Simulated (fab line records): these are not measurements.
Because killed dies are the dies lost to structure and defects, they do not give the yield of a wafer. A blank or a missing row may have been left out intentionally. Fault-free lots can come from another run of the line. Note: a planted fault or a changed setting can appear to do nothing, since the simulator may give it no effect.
Comparing a struck lot with a sound one -- flow n5_finfet -- 25 out of 1938 route steps
Sound: wafers L756.1, L756.4, L756.6. Wafers L750.3, L750.4, L750.6 were the ones struck. The cause is named last.
Per side, at each step with rows, come the tool, then ch with its chambers, and then its first start. Under that, the readings that differ: sound wafers -- struck wafers -- difference of the means -- sigmas: that difference in standard deviations of wafers without a fault.
alike: readings whose means differ by less than 2 such deviations, and words and numbers that are the same on both sides. not compared: withheld readings, readings that some wafer has no value for, bounds like >300 that may hide the same value, and numbers for which the record gives no deviation and whose values overlap.
The two part at a step that has a row with sigmas, a row that says differs or no value, or rows on one side only. Numbers that have no deviation but don't overlap get no sigmas and don't part them. Lack of a reading on every wafer of one side parts them only where that side has two or more wafers.

first, 9 steps without rows for these wafers: N5_MOL_CONTACT_COAG_EBR_80; N5_MOL_CONTACT_COAG_SOFTBAKE_79 (time 60 s); N5_MOL_CONTACT_COAG_EXPOSE_81 (exposes mask VG, defocus 0 nm); N5_MOL_CONTACT_COAG_PEB_82 (peb time 60 s); N5_MOL_CONTACT_COAG_DEVELOP_83 (develop time 30 s); N5_MOL_CONTACT_COAG_DESCUM_88 (chemistry O2, time 7 s); N5_MOL_CONTACT_COAG_ETCH_89 (etches underlayer in N2/H2, target depth 13 nm, time 10.4 s); N5_MOL_CONTACT_COAG_ETCH_90 (etches SiARC in CF4, target depth 13 nm, time 21.7 s); N5_MOL_CONTACT_COAG_ALD_131 (deposits SiO2, target thk 5 nm, pulse time 1 s, co reactant pulse time 1 s).
N5_MOL_CONTACT_COAG_ETCHBACK_132: etches SiO2 in CHF3, target depth 10 nm, time 6.7 s.
  sound on rie_diel-02 ch 1,2, day 9 03:40; struck on rie_diel-05 ch 0,1,2, day 7 14:01
  no value came back on the struck wafers for any of 7 readings (CHF3_flow_sccm (sccm), bias_w (W) and others); on the sound wafers CHF3_flow_sccm (sccm) reads 49.96 49.94 49.82
reading,sound,struck,difference,sigmas
model.CAR-EUV_of_MOL_CONTACT_COAG_COAT_78.thk_nm (nm),15.8 15.6 15.4,17 16.8 16.8,+1,
  not compared: rf_hours_counter_h
N5_MOL_CONTACT_COAG_ETCH_91: etches SOC in N2/H2, target depth 60 nm, overetch 21 nm, time 101.2 s.
  sound on rie_diel-02 ch 1,2, day 9 03:42; struck on rie_diel-05 ch 0,1,2, day 7 14:02
reading,sound,struck,difference,sigmas
oes_product_au (a.u.),0.77 0.77 0.57,0.28 0.36 0.28,-0.40,-5
  alike: drypump_motor_current_A, rf_vpp_V, showerhead_plenum_p_Torr, throttle_valve_pct
  not compared: rf_hours_counter_h
then, 6 steps without rows for these wafers: N5_MOL_CONTACT_COAG_STRIP_92 (strips in N2/H2); N5_MOL_CONTACT_COAG_STRIP_93 (strips in N2/H2); N5_MOL_CONTACT_COAG_ETCHBACK_135 (etches SiO2 in CHF3, target depth 25 nm, time 16.7 s); N5_MOL_CONTACT_COAG_STRIP_118 (strips in CHF3); N5_MOL_CONTACT_COAG_VIA_ETCH_46 (etches SiO2 in C4F6/O2, target depth 46 nm, overetch 9.2 nm, time 40 s); N5_MOL_CONTACT_COAG_STRIP_96 (strips in N2/H2).
N5_MOL_CONTACT_COAG_ETCH_47: etches SiNx in CH3F/O2, stops on W, target depth 27 nm.
  sound on rie_diel-02 ch 1,2, day 9 03:56; struck on rie_diel-05 ch 0,1,2, day 7 14:16
reading,sound,struck,difference,sigmas
etch_rf_on_time_s (s),31.5 31.7 31.7,50.8 50.8 50.8,+19.2,+24
oes_product_au (a.u.),0.82 0.82 0.61,0.29 0.37 0.28,-0.44,-5
model.etch.over_etch_s (s),5.253 5.29 5.276,0 0 0,-5,
  alike: drypump_motor_current_A, rf_vpp_V, showerhead_plenum_p_Torr, throttle_valve_pct
  not compared: rf_hours_counter_h
then, 3 steps without rows for these wafers: N5_MOL_CONTACT_COAG_STRIP_119 (strips in N2/H2, time 30 s); N5_MOL_CONTACT_COAG_PRECLEAN_144 (cleans in alkaline clean, time 60 s); N5_MOL_CONTACT_COAG_SRD_145 (time 30 s).
N5_MOL_CONTACT_COAG_CD_MEAS_137: target cd 16 nm.
  sound on cd_sem-02, day 9 04:10; struck on cd_sem-02, day 7 14:31
reading,sound,struck,difference,sigmas
cd_nm (nm),15.2 15.1 15.7,- - -,no value on the struck wafers,
then, 1 step without rows for these wafers: N5_MOL_CONTACT_COAG_COAT_62 (time 60 s, resist thk 60 nm).
N5_BEOL_M4_RC_MEAS_101:
  the record has rows for the sound wafers here (prober-01 ch 0, day 12 15:14) and none for the struck ones
-- the record jumps here: 7 days lie between the struck wafers' starts before and after (it left off in module BEOL_M4 and takes up again in module PASSIVATION, whose first step shown is number 1936 of the route) --
N5_PASSIVATION_PROBE_49:
  sound on prober-01, day 17 00:58; struck on prober-02, day 14 17:00
reading,sound,struck,difference,sigmas
killed_at_contacts,7 14 18,1104 1101 1069,+1078,+99 or more
killed_dies,138 124 140,1180 1180 1180,+1046,+55
killed_on_rim,12 19 22,152 152 152,+134,+32
  alike: killed_at_M0_to_M3, killed_at_M4_up, killed_at_front_end, killed_at_other, killed_open, killed_short

## WHERE THEY PART
Last at N5_PASSIVATION_PROBE_49 as far as this record goes, first at N5_MOL_CONTACT_COAG_ETCHBACK_132.

WHY: whatever the simulator had introduced
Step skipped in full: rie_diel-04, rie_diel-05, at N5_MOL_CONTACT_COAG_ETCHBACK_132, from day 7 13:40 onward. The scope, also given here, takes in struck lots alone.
